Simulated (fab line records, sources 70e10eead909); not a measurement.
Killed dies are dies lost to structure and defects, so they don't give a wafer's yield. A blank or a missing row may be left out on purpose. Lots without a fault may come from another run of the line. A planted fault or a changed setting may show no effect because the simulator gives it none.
fab line records | flow nand_harc
record lots=15 wafers=45 last_day=33
route steps=1302 shown A_M0@1168 A_M1@1180 A_BONDPAD@1203
lots that met no fault: from a run of the same line without faults
start_h: hours from the record's first day to the start of the lot's first wafer shown | wait_h: hours since the lot's step before | " the same as in the row above | L1.1+2: a row that stands for several wafers | - no value, or no start given | * or withheld: withheld | < > ~ a bound
route shown NAME@n: a module of which the file shows steps, and the number in the route of the first | usual: mean/standard deviation of fault-free wafers | same: alike in all rows | chamber/n: place in a boat | sites: the reading at each site | _std_site: their standard deviation | _edge_site: outer sites' mean less inner sites' | radius_mm: how far each site lies from the wafer's centre | mask NAME#n: copy n | behind: the tool/chamber that last shaped the wafer | hold: why the lot was held/for how many hours/how that ended | device: the transistor (n, p or np) that didn't switch | end of line: the same wafers' tests at the end of the route | a step without rows: its recipe alone | killed: dies lost to structure and defects at the first sort, not the wafer's yield | map: a wafer's dies, x killed, . not, _ none there
set.NAME: the setting as run; set.NAME@STEP: as run at that earlier step | model.NAME: the simulator's own value behind a step, which no gauge read
steps of the route over a sample of lots; a table a step, a row a wafer
services: from which hour (start_h, from the record's first day; less than 0 if before it) a tool's chamber was out of use, for how many hours, and why
## steps
# step NHARC_A_M0_DEP_32
# recipe target_thk_a=300 temp_c=370 target_thk_nm=30 pressure_torr=3 flow_sccm=200 rf_w=450 material=SiCN
# usual heater_power_w=586/94
# columns lot.wafer tool chamber start_h wait_h heater_power_w
L635.2 pecvd-02 1 505.25 0.1 517
L635.1 " 2 " " 719
L635.3 " 0 " " 722
L636.3 pecvd-02 1 516.22 0.1 609
L636.1 " 2 " " 690
L636.5 " 2 " " 691
L637.3 pecvd-02 1 517.55 0.1 542
L637.6 " 1 " " 535
L637.5 " 0 " " 740
L634.3 pecvd-02 1 519.09 0.1 561
L634.5 " 2 " " 712
L634.4 " 0 " " 678
L638.2 pecvd-02 1 548.69 0.1 595
L638.1 " 2 " " 719
L638.5 " 1 " " 586
L640.3 pecvd-03 2 551.65 0.1 492
L640.5 " 0 " " 576
L640.6 " 2 " " 484
L641.1 pecvd-03 0 584.55 0.1 544
L641.4 " 2 " " 415
L641.6 " 0 " " 534
L643.1 pecvd-03 1 600.33 0.1 497
L643.2 " 2 " " 423
L643.6 " 1 " " 489
L646.1 pecvd-01 1 611.29 0.1 627
L646.2 " 2 " " 552
L646.6 " 0 " " 521
L647.2 pecvd-02 2 619.48 0.1 726
L647.1 " 1 " " 598
L647.5 " 0 " " 678
L648.3 pecvd-01 0 636.75 0.1 503
L648.4 " 2 " " 500
L648.5 " 1 " " 614
L652.1 pecvd-01 1 674.66 0.1 670
L652.2 " 2 " " 521
L652.5 " 0 " " 552
L655.2 pecvd-02 0 703.59 0.1 658
L655.3 " 1 " " 605
L655.6 " 0 " " 669
L657.1 pecvd-03 0 729.79 0.1 517
L657.3 " 2 " " 451
L657.6 " 2 " " 452
L656.3 pecvd-03 2 734.51 0.1 445
L656.1 " 1 " " 480
L656.4 " 1 " " 486
# step NHARC_A_M1_OVL_MEAS_10
# recipe pitch_nm=240
# usual overlay_x_nm=-0.2/0.92 overlay_y_nm=0.1/0.93
# columns lot.wafer tool chamber start_h wait_h overlay_x_nm overlay_y_nm
L635.1 overlay-01 - 506.59 - -0.1 -0.1
L635.2 " - " " 0.5 -0.6
L635.3 " - " " 0.5 -0.2
L636.1 overlay-01 - 517.38 - 0.8 1.3
L636.3 " - " " 0.6 1.2
L636.5 " - " " 0.7 0.5
L637.3 overlay-02 - 518.76 - 1.0 -0.3
L637.5 " - " " 0.6 -0.4
L637.6 " - " " 0.1 -1.4
L634.3 overlay-01 - 520.21 - 0.2 -0.7
L634.4 " - " " 0.0 -0.5
L634.5 " - " " 0.3 -0.6
L638.1 overlay-01 - 549.86 - 0.0 0.0
L638.2 " - " " -0.8 -0.1
L638.5 " - " " -0.3 -0.6
L640.3 overlay-02 - 552.90 - -0.6 -0.2
L640.5 " - " " -0.7 -0.1
L640.6 " - " " -0.9 -0.1
L641.1 overlay-01 - 585.81 - -1.8 -1.0
L641.4 " - " " -2.1 -1.3
L641.6 " - " " -1.2 -1.0
L643.1 overlay-01 - 601.50 - 1.5 1.2
L643.2 " - " " 2.1 1.4
L643.6 " - " " 2.8 1.3
L646.1 overlay-01 - 612.61 - -0.2 0.5
L646.2 " - " " -0.9 0.4
L646.6 " - " " -0.6 0.1
L647.1 overlay-01 - 620.82 - -1.0 1.1
L647.2 " - " " -0.4 1.1
L647.5 " - " " -0.6 1.2
L648.3 overlay-01 - 638.03 - 0.2 -1.0
L648.4 " - " " -0.1 -1.6
L648.5 " - " " 0.5 -0.7
L652.1 overlay-01 - 675.95 - -0.3 0.4
L652.2 " - " " -0.4 -0.1
L652.5 " - " " -0.6 0.1
L655.2 overlay-02 - 705.01 - -0.8 1.1
L655.3 " - " " -0.4 0.9
L655.6 " - " " -0.3 0.9
L657.1 overlay-02 - 731.10 - -0.1 2.0
L657.3 " - " " 0.0 1.5
L657.6 " - " " -0.4 1.7
L656.1 overlay-02 - 735.84 - 0.6 -0.2
L656.3 " - " " 0.2 -0.4
L656.4 " - " " 0.9 -0.9
# step NHARC_A_M1_ECD_22
# recipe target_thk_a=4000 bath_temp_c=25 material=Cu
# usual bath_heat_duty_pct=6.5/0.94 bath_temp_c=25.00/0.11
# columns lot.wafer tool chamber start_h wait_h bath_heat_duty_pct bath_temp_c
L635.2 ecd_cu-02 1 508.08 - 7.9 25.01
L635.1 " 0 " " 6.9 25.02
L635.3 " 1 " " 6.2 25.04
L636.1 ecd_cu-01 0 518.90 - 4.7 25.07
L636.3 " 0 " " 5.6 25.15
L636.5 " 1 " " 7.0 25.17
L637.3 ecd_cu-01 1 520.35 - 6.1 25.05
L637.6 " 1 " " 7.1 25.11
L637.5 " 0 " " 5.1 24.94
L634.3 ecd_cu-02 0 521.79 - 5.7 24.88
L634.4 " 1 " " 7.9 24.87
L634.5 " 1 " " 7.7 25.07
L638.1 ecd_cu-01 0 551.40 - 5.0 24.84
L638.2 " 1 " " 7.0 25.01
L638.5 " 1 " " 7.2 25.05
L640.3 ecd_cu-01 0 554.57 - 5.0 24.97
L640.5 " 1 " " 7.5 25.18
L640.6 " 0 " " 5.1 25.07
L641.1 ecd_cu-01 1 587.29 - 7.1 25.16
L641.4 " 0 " " 6.2 24.91
L641.6 " 1 " " 6.2 25.23
L643.1 ecd_cu-02 0 603.08 - 5.8 24.83
L643.2 " 1 " " 7.5 25.04
L643.6 " 1 " " 6.8 25.09
L646.2 ecd_cu-02 1 614.16 - - -
L646.1 " 0 " " - -
L646.6 " 1 " " - -
L647.2 ecd_cu-01 0 622.30 - - -
L647.1 " 1 " " - -
L647.5 " 1 " " - -
L648.4 ecd_cu-02 0 639.64 - - -
L648.3 " 1 " " - -
L648.5 " 1 " " - -
L652.2 ecd_cu-02 0 677.46 - 7.0 25.09
L652.1 " 1 " " 7.7 24.89
L652.5 " 1 " " 6.6 24.99
L655.2 ecd_cu-01 1 706.49 - 7.1 24.95
L655.3 " 1 " " 7.4 24.74
L655.6 " 0 " " 6.0 24.93
L657.1 ecd_cu-01 0 732.58 - 5.2 24.86
L657.3 " 0 " " 5.0 24.77
L657.6 " 1 " " 7.1 24.93
L656.1 ecd_cu-01 1 737.63 - 6.8 25.06
L656.4 " 0 " " 5.4 25.12
L656.3 " 1 " " 6.4 24.85
# step NHARC_A_M1_CMP_23
# recipe t_overpolish_s=20 target_thk_nm=154.34
# usual motor_current_A=11.9/0.89 slurry_flow_ml_min=150.0/0.51 time_to_endpoint_s=29.1/2
# columns lot.wafer tool chamber start_h wait_h motor_current_A slurry_flow_ml_min time_to_endpoint_s
L635.3 cmp-03 0 508.82 - 12.4 149.8 30.1
L635.2 " 1 " " 12.1 149.6 25.4
L635.1 " 2 " " 13.1 150.1 30.2
L636.1 cmp-04 2 519.57 - 11.2 150.3 30.2
L636.3 " 3 " " 11.4 150.8 28.5
L636.5 " 2 " " 11.1 149.9 27.9
L637.3 cmp-02 1 520.97 - 9.5 150.4 29.6
L637.5 " 1 " " 10.1 150.4 30.1
L637.6 " 2 " " 11.3 150.0 32.0
L634.4 cmp-04 2 522.40 - 11.6 149.7 29.7
L634.3 " 0 " " 12.9 149.3 29.0
L634.5 " 3 " " 11.4 150.3 29.7
L638.2 cmp-03 1 552.12 - 12.2 149.5 28.6
L638.1 " 3 " " 11.1 150.1 30.9
L638.5 " 2 " " 13.4 150.5 29.2
L640.3 cmp-02 0 555.18 - 10.7 149.4 27.0
L640.6 " 3 " " 11.8 150.5 28.4
L640.5 " 0 " " 10.6 150.4 29.2
L641.4 cmp-04 1 588.02 - 11.6 150.4 29.0
L641.1 " 2 " " 11.3 150.2 29.3
L641.6 " 2 " " 11.3 150.4 30.4
L643.2 cmp-04 2 603.84 - 11.4 149.6 26.3
L643.1 " 0 " " 12.9 150.9 26.6
L643.6 " 2 " " 11.6 149.4 28.4
L646.2 cmp-03 3 614.91 - 11.5 149.1 2.5
L646.1 " 0 " " 12.1 150.5 3.7
L646.6 " 2 " " 13.3 149.9 3.9
L647.1 cmp-02 1 623.05 - 9.5 149.3 3.0
L647.2 " 2 " " 11.9 149.6 6.8
L647.5 " 0 " " 10.8 150.4 4.4
L648.4 cmp-02 1 640.26 - 10.1 150.4 2.3
L648.3 " 0 " " 11.1 149.7 3.4
L648.5 " 2 " " 11.9 150.3 2.8
L652.1 cmp-03 0 678.18 - 12.3 149.9 32.5
L652.2 " 2 " " 13.6 148.8 28.4
L652.5 " 1 " " 11.7 150.6 27.9
L655.2 cmp-02 2 707.22 - 12.5 149.3 29.9
L655.3 " 0 " " 10.7 150.2 29.2
L655.6 " 3 " " 11.7 150.4 30.1
L657.1 cmp-04 3 733.35 - 11.8 150.7 30.6
L657.3 " 0 " " 12.9 149.8 29.7
L657.6 " 3 " " 10.9 150.4 30.7
L656.4 cmp-04 1 738.32 - 12.0 149.9 30.6
L656.3 " 2 " " 11.8 149.4 28.4
L656.1 " 0 " " 12.7 149.1 28.5
# step NHARC_A_M1_THK_MEAS_24
# recipe thk_meas_gauge=xrf
# usual thk_nm=154.2/1.3
# columns lot.wafer tool chamber start_h wait_h thk_nm
L635.1 film_metro-01 - 509.10 - 154.2
L635.2 " - " " 153.7
L635.3 " - " " 155.7
L636.1 film_metro-01 - 519.88 - 155.1
L636.3 " - " " 155.2
L636.5 " - " " 154.1
L637.3 film_metro-02 - 521.29 - 154.2
L637.5 " - " " 155.4
L637.6 " - " " 154.7
L634.3 film_metro-01 - 522.72 - 153.7
L634.4 " - " " 152.4
L634.5 " - " " 153.2
L638.1 film_metro-01 - 552.44 - 154.1
L638.2 " - " " 154.2
L638.5 " - " " 154.9
L640.3 film_metro-01 - 555.47 - 152.5
L640.5 " - " " 153.4
L640.6 " - " " 151.8
L641.1 film_metro-02 - 588.33 - 156.6
L641.4 " - " " 155.2
L641.6 " - " " 155.2
L643.1 film_metro-01 - 604.13 - 153.8
L643.2 " - " " 153.6
L643.6 " - " " 155.4
L646.1 film_metro-02 - 615.20 - 29.0
L646.2 " - " " 32.2
L646.6 " - " " 29.6
L647.1 film_metro-02 - 623.33 - 29.1
L647.2 " - " " 28.9
L647.5 " - " " 30.3
L648.3 film_metro-02 - 640.58 - 29.3
L648.4 " - " " 27.3
L648.5 " - " " 31.0
L652.1 film_metro-01 - 678.50 - 154.8
L652.2 " - " " 154.2
L652.5 " - " " 153.7
L655.2 film_metro-02 - 707.53 - 153.8
L655.3 " - " " 155.7
L655.6 " - " " 151.5
L657.1 film_metro-02 - 733.63 - 155.4
L657.3 " - " " 154.9
L657.6 " - " " 155.6
L656.1 film_metro-01 - 738.63 - 155.0
L656.3 " - " " 154.0
L656.4 " - " " 156.9
# step NHARC_A_BONDPAD_CMP_29
# recipe target_thk_nm=200 material=SiCN
# usual motor_current_A=12.2/0.89 slurry_flow_ml_min=150.0/0.5
# columns lot.wafer tool chamber start_h wait_h motor_current_A slurry_flow_ml_min
L635.1 cmp-04 0 510.36 - 12.6 149.2
L635.3 " 1 " " 11.3 149.6
L635.2 " 3 " " 12.0 149.8
L636.3 cmp-03 0 521.15 - 12.7 150.1
L636.1 " 2 " " 13.5 150.0
L636.5 " 1 " " 11.4 150.0
L637.3 cmp-01 3 522.64 - 13.2 149.5
L637.5 " 0 " " 14.3 149.9
L637.6 " 1 " " 11.5 151.5
L634.4 cmp-03 1 524.03 - 12.5 149.9
L634.3 " 2 " " 12.7 149.9
L634.5 " 3 " " 11.8 150.0
L638.1 cmp-04 0 553.70 - 12.7 149.9
L638.2 " 1 " " 11.1 149.4
L638.5 " 1 " " 11.7 149.9
L640.3 cmp-03 3 556.80 - 11.0 149.6
L640.5 " 0 " " 12.2 150.4
L640.6 " 1 " " 12.4 149.4
L641.1 cmp-01 0 589.60 - 14.4 149.3
L641.4 " 3 " " 13.3 150.3
L641.6 " 0 " " 14.4 150.3
L643.1 cmp-01 1 605.40 - 11.0 150.5
L643.2 " 2 " " 12.8 150.1
L643.6 " 2 " " 12.7 149.8
L652.2 cmp-03 1 679.76 - 12.3 149.9
L652.1 " 2 " " 13.5 149.8
L652.5 " 1 " " 12.3 149.5
L655.3 cmp-03 2 708.87 - 13.1 150.5
L655.2 " 3 " " 11.8 149.7
L655.6 " 0 " " 12.0 149.7
L657.3 cmp-04 3 734.89 - 11.6 149.9
L657.1 " 0 " " 12.3 150.1
L657.6 " 0 " " 12.7 150.1
L656.4 cmp-04 1 739.98 - 11.2 150.5
L656.3 " 2 " " 11.3 151.8
L656.1 " 0 " " 13.6 150.2
## services
# columns tool chamber start_h hours kind
ecd_cu-01 - 488.14 8.0 pm
cmp-02 - 505.74 4.0 pm
pecvd-03 - 523.28 13.0 pm
ecd_cu-01 - 525.64 1.3 repair
cmp-04 - 526.71 4.0 pm
cmp-03 - 530.29 4.0 pm
cmp-03 - 545.37 6.6 repair
pecvd-02 - 565.00 13.0 pm
ecd_cu-02 - 572.00 8.0 pm
cmp-04 - 572.50 2.6 repair
ecd_cu-01 - 574.90 1.2 repair
cmp-04 - 594.83 0.8 repair
cmp-04 - 624.75 4.0 pm
cmp-03 - 625.03 0.8 repair
cmp-03 - 628.29 4.0 pm
ecd_cu-01 - 630.73 2.0 repair
ecd_cu-01 - 634.35 0.8 repair
pecvd-02 2 642.06 18.4 repair
cmp-03 - 663.34 1.0 repair
ecd_cu-01 - 664.14 8.0 pm
cmp-04 - 679.99 5.3 repair
cmp-04 - 722.75 4.0 pm
cmp-03 - 726.29 4.0 pm
ecd_cu-02 - 738.39 1.5 repair
## key
first_sign step=NHARC_A_M1_ECD_22 reading=tool_record direction=missing
effect step=NHARC_A_M1_CMP_23 reading=time_to_endpoint_s direction=down sigmas=12 usual=* struck=*
effect step=NHARC_A_M1_THK_MEAS_24 reading=thk_nm direction=down sigmas=93 usual=154.2 struck=29.6
met_at NHARC_A_M1_ECD_22
struck_lots L646,L647,L648
later_rows_left_out L646.1,L646.2,L646.6,L647.1,L647.2,L647.5,L648.3,L648.4,L648.5
sort_left_out L646.1,L646.2,L646.6,L647.1,L647.2,L647.5,L648.3,L648.4,L648.5
not_acting_at NHARC_A_M0_DEP_32,NHARC_A_M1_OVL_MEAS_10,NHARC_A_BONDPAD_CMP_29
onset_between 603.08 614.16
fault kind=skipped_step_whole tool=ecd_cu-01,ecd_cu-02 chamber=- onset_h=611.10 steps=NHARC_A_M1_ECD_22 scope=struck_lots_only
# sort_left_out: the simulated sort isn't trusted on such a fault, so these wafers' sort isn't shown, and their yield isn't known
# later_rows_left_out: the simulator's readings of these wafers behind a module that went badly wrong aren't trusted and aren't shown, but for the sort
